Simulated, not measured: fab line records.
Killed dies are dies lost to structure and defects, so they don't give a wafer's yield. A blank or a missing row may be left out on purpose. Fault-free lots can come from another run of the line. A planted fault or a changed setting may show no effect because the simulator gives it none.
What tool caused it? + flow nand_harc + 36 wafers from 12 lots sampled at 5 of the route's 1159 steps

== WHAT THE GAUGES SHOWED, per wafer ==
NHARC_A_STAIRCASE_INSPECT_155. Usual: 346 for raw_defect_count, sd 110.
| lot  | measured     | on                | raw_defect_count | flag |
|------|--------------|-------------------|------------------|------|
| L936 | day 13 22:10 | defect_inspect-01 | 373 253 261      |      |
| L935 | day 13 23:05 | defect_inspect-01 | 227 174 236      |      |
| L937 | day 14 13:09 | defect_inspect-01 | 292 334 266      |      |
| L942 | day 15 21:29 | defect_inspect-02 | 399 401 315      |      |
| L947 | day 16 19:19 | defect_inspect-01 | 324 356 288      |      |
| L949 | day 17 04:37 | defect_inspect-01 | 271 291 339      |      |
| L950 | day 17 06:16 | defect_inspect-01 | 469 266 309      |      |
| L954 | day 17 23:36 | defect_inspect-02 | 309 434 219      |      |
| L953 | day 17 23:50 | defect_inspect-01 | 521 776 625      |      |
| L955 | day 18 10:44 | defect_inspect-01 | 242 204 302      |      |
| L958 | day 19 05:47 | defect_inspect-02 | 330 225 421      |      |
| L957 | day 19 15:56 | defect_inspect-02 | 387 359 407      |      |

NHARC_END_SORT_01. Usual: killed_at_array 29, standard deviation 8.4; killed_at_other 0.7, standard deviation 1.2; killed_at_periphery 3.8, standard deviation 2.1; killed_dies 33, standard deviation 9; killed_open 3.4, standard deviation 2; killed_short 2.1, standard deviation 1.4.
| lot  | measured     | on        | killed_at_array | killed_at_other | killed_at_periphery | killed_dies | killed_open | killed_short | flag |
|------|--------------|-----------|-----------------|-----------------|---------------------|-------------|-------------|--------------|------|
| L942 | day 22 07:05 | prober-02 | 674 24 26       | 0 2 0           | 3 3 2               | 677 29 28   | 3 3 1       | 0 1 1        | OFF  |
| L947 | day 22 22:43 | prober-01 | 672 29 674      | 3 0 2           | 2 1 1               | 677 30 677  | 3 1 3       | 0 0 2        | OFF  |

== WHICH TOOL RAN EACH LOT (tool, then ch and the chambers of the sampled wafers, then the start) ==
| lot  | NHARC_A_SGD_CUT_ETCH_15                       | NHARC_A_SGD_CUT_ETCH_16            | NHARC_A_SGD_CUT_ETCHBACK_24        |
|------|-----------------------------------------------|------------------------------------|------------------------------------|
| L936 | rie_diel-05 ch 1,2, day 13 23:43 or earlier   | rie_diel-05 ch 1,2, day 13 23:43   | rie_diel-13 ch 0,2, day 14 05:29   |
| L935 | rie_diel-13 ch 1,2,3, day 14 00:30 or earlier | rie_diel-13 ch 0,2, day 14 00:30   | rie_diel-05 ch 0,1,2, day 14 05:30 |
| L937 | rie_diel-13 ch 0,2,3, day 14 14:43 or earlier | rie_diel-13 ch 1,2,3, day 14 14:43 | rie_diel-05 ch 0,2,3, day 14 21:48 |
| L942 | rie_diel-01 ch 0,1, day 15 23:09 or earlier   | rie_diel-01 ch 0,1,3, day 15 23:09 | rie_diel-13 ch 0,2, day 16 06:26   |
| L947 | rie_diel-01 ch 0,1,2, day 16 20:53 or earlier | rie_diel-01 ch 0,2,3, day 16 20:53 | rie_diel-13 ch 0,1,3, day 17 04:11 |
| L949 | rie_diel-13 ch 0,1,3, day 17 06:11 or earlier | rie_diel-13 ch 2,3, day 17 06:11   | rie_diel-05 ch 0,2,3, day 17 14:04 |
| L950 | rie_diel-05 ch 0,3, day 17 07:43 or earlier   | rie_diel-05 ch 0,1,3, day 17 07:43 | rie_diel-13 ch 0,3, day 17 14:04   |
| L954 | rie_diel-05 ch 1,2,3, day 18 01:08 or earlier | rie_diel-05 ch 0,1,3, day 18 01:08 | rie_diel-13 ch 1,2,3, day 18 06:33 |
| L953 | rie_diel-13 ch 0,3, day 18 01:27 or earlier   | rie_diel-13 ch 2,3, day 18 01:27   | rie_diel-01 ch 0,1,2, day 18 06:37 |
| L955 | rie_diel-13 ch 1,2, day 18 12:16 or earlier   | rie_diel-13 ch 0,2,3, day 18 12:16 | rie_diel-13 ch 0,3, day 18 17:38   |
| L958 | rie_diel-05 ch 1,2, day 19 07:20 or earlier   | rie_diel-05 ch 1,3, day 19 07:20   | rie_diel-01 ch 0,3, day 19 13:43   |
| L957 | rie_diel-01 ch 0,2,3, day 19 17:31 or earlier | rie_diel-01 ch 0,2,3, day 19 17:31 | rie_diel-01 ch 0,1,3, day 20 00:37 |
- NHARC_A_SGD_CUT_ETCH_15: etches the open film in CH3F/O2, target depth 75 nm, time 64.3 s.
- NHARC_A_SGD_CUT_ETCH_16: etches the open film in C4F8/O2/Ar, target depth 310.5 nm, time 155.2 s.
- NHARC_A_SGD_CUT_ETCHBACK_24: etches the open film in CH3F/O2, target depth 50 nm, time 92.857 s.

== AS READ BY THE TOOLS THEMSELVES (means over the sampled wafers that have a number; for cases with no such wafer, the mark the record gives instead) ==
NHARC_A_SGD_CUT_ETCH_15. Usual: drypump_motor_current_A is 5.7 A with standard deviation 0.56, mfc_ar_sccm is 200.0 sccm with standard deviation 0.53, oes_product_au is 0.958 a.u. with standard deviation 0.016, rf_vpp_V is 263.3 V with standard deviation 1.6, run_length_s is 85.6 s with standard deviation 0.54, showerhead_plenum_p_Torr is 2.43 Torr with standard deviation 0.094, and throttle_valve_pct is 20.663 % with standard deviation 0.0089.
| lot  | tool        | drypump_motor_current_A (A) | mfc_ar_sccm (sccm) | oes_product_au (a.u.) | rf_vpp_V (V) | run_length_s (s) | showerhead_plenum_p_Torr (Torr) | throttle_valve_pct (%) | flag |
|------|-------------|-----------------------------|--------------------|-----------------------|--------------|------------------|---------------------------------|------------------------|------|
| L936 | rie_diel-05 | 5.7                         | 199.7              | 0.964                 | 265.1        | 86.4             | 2.56                            | 20.666                 |      |
| L935 | rie_diel-13 | 5.2                         | 200.3              | 0.968                 | 263.8        | 85.7             | 2.44                            | 20.664                 |      |
| L937 | rie_diel-13 | 5.6                         | 200.1              | 0.960                 | 263.1        | 85.8             | 2.41                            | 20.659                 |      |
| L942 | rie_diel-01 | 5.7                         | 199.7              | 0.976                 | 262.4        | 85.2             | 2.35                            | 20.662                 |      |
| L947 | rie_diel-01 | 5.7                         | 199.7              | 0.970                 | 262.6        | 85.2             | 2.38                            | 20.662                 |      |
| L949 | rie_diel-13 | 5.3                         | 199.7              | 0.945                 | 262.4        | 85.7             | 2.35                            | 20.663                 |      |
| L950 | rie_diel-05 | 6.3                         | 199.7              | 0.953                 | 263.3        | 85.4             | 2.41                            | 20.668                 |      |
| L954 | rie_diel-05 | 6.0                         | 199.7              | 0.954                 | 265.1        | 85.7             | 2.50                            | 20.652                 |      |
| L953 | rie_diel-13 | 5.7                         | 199.9              | 0.924                 | 261.6        | 85.4             | 2.33                            | 20.652                 |      |
| L955 | rie_diel-13 | 5.2                         | 200.1              | 0.980                 | 264.6        | 86.5             | 2.51                            | 20.674                 |      |
| L958 | rie_diel-05 | 5.8                         | 199.9              | 0.967                 | 264.6        | 85.9             | 2.56                            | 20.664                 |      |
| L957 | rie_diel-01 | 5.4                         | 199.8              | 0.954                 | 261.7        | 85.2             | 2.34                            | 20.666                 |      |

NHARC_A_SGD_CUT_ETCH_16. Usual: oes_product_au 0.971 a.u., standard deviation 0.013; rf_vpp_V 722 V, standard deviation 3.8; run_length_s 176.5 s, standard deviation 0.49.
| lot  | tool        | oes_product_au (a.u.) | rf_vpp_V (V) | run_length_s (s) | flag |
|------|-------------|-----------------------|--------------|------------------|------|
| L936 | rie_diel-05 | 0.967                 | 728          | 176.7            |      |
| L935 | rie_diel-13 | 0.977                 | 721          | 176.9            |      |
| L937 | rie_diel-13 | 0.981                 | 723          | 176.6            |      |
| L942 | rie_diel-01 | 0.983                 | 719          | 167.7            | OFF  |
| L947 | rie_diel-01 | 0.980                 | 719          | 160.1            | OFF  |
| L949 | rie_diel-13 | 0.957                 | 726          | 176.8            |      |
| L950 | rie_diel-05 | 0.972                 | 724          | 176.5            |      |
| L954 | rie_diel-05 | 0.956                 | 725          | 176.6            |      |
| L953 | rie_diel-13 | 0.951                 | 725          | 176.9            |      |
| L955 | rie_diel-13 | 0.979                 | 722          | 176.9            |      |
| L958 | rie_diel-05 | 0.968                 | 724          | 176.9            |      |
| L957 | rie_diel-01 | 0.975                 | 719          | 176.4            |      |

NHARC_A_SGD_CUT_ETCHBACK_24. Usual: drypump_motor_current_A 5.7 A, standard deviation 0.52; mfc_ar_sccm 200.1 sccm, standard deviation 0.59; oes_product_au 0.97 a.u., standard deviation 0.031; rf_vpp_V 243.5 V, standard deviation 1.4; showerhead_plenum_p_Torr 2.40 Torr, standard deviation 0.09; throttle_valve_pct 20.663 %, standard deviation 0.0094.
| lot  | tool        | drypump_motor_current_A (A) | mfc_ar_sccm (sccm) | oes_product_au (a.u.) | rf_vpp_V (V) | showerhead_plenum_p_Torr (Torr) | throttle_valve_pct (%) | flag |
|------|-------------|-----------------------------|--------------------|-----------------------|--------------|---------------------------------|------------------------|------|
| L936 | rie_diel-13 | 5.5                         | 199.8              | 1.00                  | 244.6        | 2.48                            | 20.666                 |      |
| L935 | rie_diel-05 | 6.1                         | 200.1              | 0.99                  | 245.4        | 2.53                            | 20.660                 |      |
| L937 | rie_diel-05 | 6.0                         | 199.9              | 0.99                  | 244.6        | 2.46                            | 20.665                 |      |
| L942 | rie_diel-13 | 5.7                         | 200.4              | 0.97                  | 243.4        | 2.40                            | 20.652                 |      |
| L947 | rie_diel-13 | 5.4                         | 200.4              | 0.92                  | 242.8        | 2.35                            | 20.666                 |      |
| L949 | rie_diel-05 | 6.0                         | 200.3              | 0.98                  | 244.5        | 2.46                            | 20.665                 |      |
| L950 | rie_diel-13 | 5.5                         | 199.9              | 1.00                  | 243.1        | 2.34                            | 20.659                 |      |
| L954 | rie_diel-13 | 5.2                         | 199.8              | 1.00                  | 244.0        | 2.44                            | 20.660                 |      |
| L953 | rie_diel-01 | 5.6                         | 200.5              | 1.01                  | 243.4        | 2.37                            | 20.662                 |      |
| L955 | rie_diel-13 | 5.7                         | 201.1              | 0.92                  | 242.9        | 2.32                            | 20.664                 |      |
| L958 | rie_diel-01 | 5.7                         | 200.3              | 1.00                  | 242.8        | 2.33                            | 20.663                 |      |
| L957 | rie_diel-01 | 5.9                         | 200.4              | 0.94                  | 242.9        | 2.36                            | 20.660                 |      |

== THE ANSWER, worked out from the rows above alone ==
Rule: a lot is off if the mean of its wafers that have a number lies more than 3 standard deviations from the usual mean. Also off: a lot with no number at a reading for which 4 or more lots have one. The other lots that the step has rows for count as sound. First the gauges in route order, then the tools' own readings, where a lot's mean is used as printed above. At the first step where some lot is off, the reading lying furthest off is the one used; lots without a number count as furthest.
Off at NHARC_END_SORT_01 (killed_at_array): L942, L947. Neither off nor sound, because the step has no rows for them: L936, L935, L937, L949, L950, L954, L953, L955, L958, L957.
A tool fits if, at a process step before that reading, it ran every lot that is off, and no sound lot after the first of them. Not tried: the gauges at NHARC_END_SORT_01; whatever is off there is also off at NHARC_A_SGD_CUT_ETCH_16, on other tools, and gauge error can't account for it. NHARC_A_SGD_CUT_ETCH_15: start missing for some lots; hours and lot order therefore follow NHARC_A_SGD_CUT_ETCH_16. This does not decide it: 2 tools fit, namely rie_diel-01 at NHARC_A_SGD_CUT_ETCH_15 and NHARC_A_SGD_CUT_ETCH_16 and rie_diel-13 at NHARC_A_SGD_CUT_ETCHBACK_24.

== WHAT HAD BEEN PUT IN BY THE SIMULATOR ==
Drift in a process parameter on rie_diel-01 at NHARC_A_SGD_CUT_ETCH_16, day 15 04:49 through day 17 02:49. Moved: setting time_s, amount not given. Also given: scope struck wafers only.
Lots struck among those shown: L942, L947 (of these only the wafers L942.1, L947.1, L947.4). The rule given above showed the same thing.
